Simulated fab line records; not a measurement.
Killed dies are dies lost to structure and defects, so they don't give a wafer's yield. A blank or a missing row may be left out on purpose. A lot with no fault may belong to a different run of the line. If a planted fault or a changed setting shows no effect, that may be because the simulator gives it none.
A lot that was struck, set against a sound lot    flow nandHarc    13 out of 1159 route steps
Sound: wafers L830.2, L830.5, L830.6. Struck: wafer L845.6 (L845.2, L845.5, from the same lot, were not struck and are left out); the cause is given at the end.
Each step with rows lists, per side, the tool, then ch with its chambers, then its first start. Under that, the readings that differ: sound wafers    struck wafers    difference of the means    sigmas: that difference in standard deviations of wafers without a fault.
alike: words and numbers the same on both sides, and readings whose means are apart by under 2 such deviations; not compared: readings that were withheld, readings missing a value for some wafer, numbers with overlapping values and no deviation given by the record, and bounds like >300 which may hide the same value.
A row with sigmas, a row that says differs or no value, or rows on one side alone: a step with any of these is where the two part. When numbers do not overlap yet have no deviation, they are printed without sigmas and do not part them. A reading missing from all wafers of one side parts the sides only when that side holds two or more wafers.

first, 1 step without rows for these wafers: NHARC_A_STAIRCASE_DESCUM_186 (chemistry O2, time 3 s).
NHARC_A_STAIRCASE_TRIM_187: chemistry O2, time 211.2 s.
  sound on rieDiel-11 ch 0,3, day 11 16:02; struck on rieDiel-13 ch 0, day 15 10:19
  alike: chamberPressureMTorr, drypumpMotorCurrentA, oesProductAu, rfVppV, runLengthS, showerheadPlenumPTorr, throttleValvePct
  not compared: rfHoursCounterH
then, 3 steps without rows for these wafers: NHARC_A_STAIRCASE_ETCH_188 (etches the open film in C4F8/O2, target depth 100 nm, time 40.5 s); NHARC_A_STAIRCASE_TRIM_189 (chemistry O2, time 211.2 s); NHARC_A_STAIRCASE_ETCH_190 (etches the open film in C4F8/O2, target depth 100 nm, time 40.5 s).
NHARC_A_STAIRCASE_TRIM_191: chemistry O2, time 211.2 s.
  sound: rieDiel-11 ch 2,3; struck: rieDiel-13 ch 0
  alike: chamberPressureMTorr, drypumpMotorCurrentA, oesProductAu, rfVppV, runLengthS, showerheadPlenumPTorr, throttleValvePct
  not compared: rfHoursCounterH
then, 1 step without rows for these wafers: NHARC_A_STAIRCASE_ETCH_192 (etches the open film in C4F8/O2, target depth 100 nm, time 40.5 s).
NHARC_A_STAIRCASE_TRIM_193: chemistry O2, time 211.2 s.
  sound: rieDiel-11 ch 0,3; struck: rieDiel-13 ch 3
reading                       sound              struck  difference  sigmas
chamberPressureMTorr (mTorr)  60.10 60.06 60.05  59.90   -0.17       -3
drypumpMotorCurrentA (A)      5.7 5.5 5.8        6.5     +0.8        +2
showerheadPlenumPTorr (Torr)  3.46 3.33 3.46     3.80    +0.38       +3
  alike: oesProductAu, rfVppV, runLengthS, throttleValvePct
  not compared: rfHoursCounterH
NHARC_A_STAIRCASE_ETCH_194: etches the open film in C4F8/O2, target depth 100 nm, time 40.5 s.
  sound: rieDiel-11 ch 0,1; struck: rieDiel-13 ch 0
  alike: chamberPressureMTorr, oesProductAu, rfVppV
  not compared: rfHoursCounterH
NHARC_A_STAIRCASE_TRIM_196: chemistry O2, time 211.2 s.
  sound on rieDiel-13 ch 1,2,3, day 11 19:17; struck on rieDiel-09 ch 0, day 15 11:41
reading                   sound        struck  difference  sigmas
drypumpMotorCurrentA (A)  5.3 5.7 6.5  4.9     -0.9        -2
  alike: chamberPressureMTorr, oesProductAu, rfVppV, runLengthS, showerheadPlenumPTorr, throttleValvePct
  not compared: rfHoursCounterH
then, 1 step without rows for these wafers: NHARC_A_STAIRCASE_ETCH_197 (etches the open film in C4F8/O2, target depth 100 nm, time 40.5 s).
NHARC_A_STAIRCASE_TRIM_198: chemistry O2, time 211.2 s.
  sound on rieDiel-13 ch 2,3, day 11 19:38; struck on rieDiel-09 ch 0, day 15 11:58
reading                   sound              struck  difference  sigmas
drypumpMotorCurrentA (A)  6.5 5.7 6.5        4.9     -1.3        -3
oesProductAu (a.u.)       0.982 0.988 0.989  1.005   +0.019      +2
runLengthS (s)            232.6 232.4 233.3  167.8   -65.0       -99 or more
  alike: chamberPressureMTorr, rfVppV, showerheadPlenumPTorr, throttleValvePct
  not compared: rfHoursCounterH
then, 1 step without rows for these wafers: NHARC_A_STAIRCASE_ETCH_199 (etches the open film in C4F8/O2, target depth 100 nm, time 40.5 s).

## WHERE THEY PART
First at NHARC_A_STAIRCASE_TRIM_193; last, within this record, at NHARC_A_STAIRCASE_TRIM_198.

WHY: the cause the simulator had injected
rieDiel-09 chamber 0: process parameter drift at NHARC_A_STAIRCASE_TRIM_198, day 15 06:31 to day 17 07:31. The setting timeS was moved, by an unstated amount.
